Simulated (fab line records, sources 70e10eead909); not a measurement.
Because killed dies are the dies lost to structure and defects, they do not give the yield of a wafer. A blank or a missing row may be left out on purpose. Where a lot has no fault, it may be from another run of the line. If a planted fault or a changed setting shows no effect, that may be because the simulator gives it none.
Matching of chambers	flow nand-harc	pecvd-04 running NHARC_A_M1_PRE_CLEAN_32: 3 sister chambers
The step time 12 s. 3 wafers are shown with their chamber, then 7 later ones without.

## WAFERS, EACH WITH ITS CHAMBER
wafer	chamber	rf-fwd-power-W (W)
L087.6	2	291.8
L086.2	1	292.8
L086.3	0	293.5

## WAFERS MISSING THEIR CHAMBER
wafer	rf-fwd-power-W (W)
L086.6	292.4
L090.2	292.7
L090.5	292.7
L090.6	292.1
L092.1	291.7
L092.3	291.5
L092.4	293.8

## WHICH CHAMBER EACH ONE RAN IN
wafer	from the rows above	in truth
L086.6	can't be placed: 1 or 2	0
L090.2	1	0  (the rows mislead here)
L090.5	1	1
L090.6	can't be placed: 2 or 1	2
L092.1	2	2
L092.3	2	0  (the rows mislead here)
L092.4	0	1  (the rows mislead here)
Correctly placed: 2 of 7. Can't be placed from these rows: 2 (the true chamber is among the candidates in 1). 3 placed wrongly.
How it was worked out, from the rows above alone: a wafer's distance from a chamber is the root of the sum, over the readings, of the square of ((its reading less the chamber's mean) divided by the reading's scatter). The wafer belongs to the nearest chamber; if the next one is less than 2 further off, it can't be placed. A chamber's mean is the mean of its shown wafers. The scatter (one wafer shown for each chamber): square how far every hidden wafer sits from the nearest shown wafer, average those squares and take the square root.
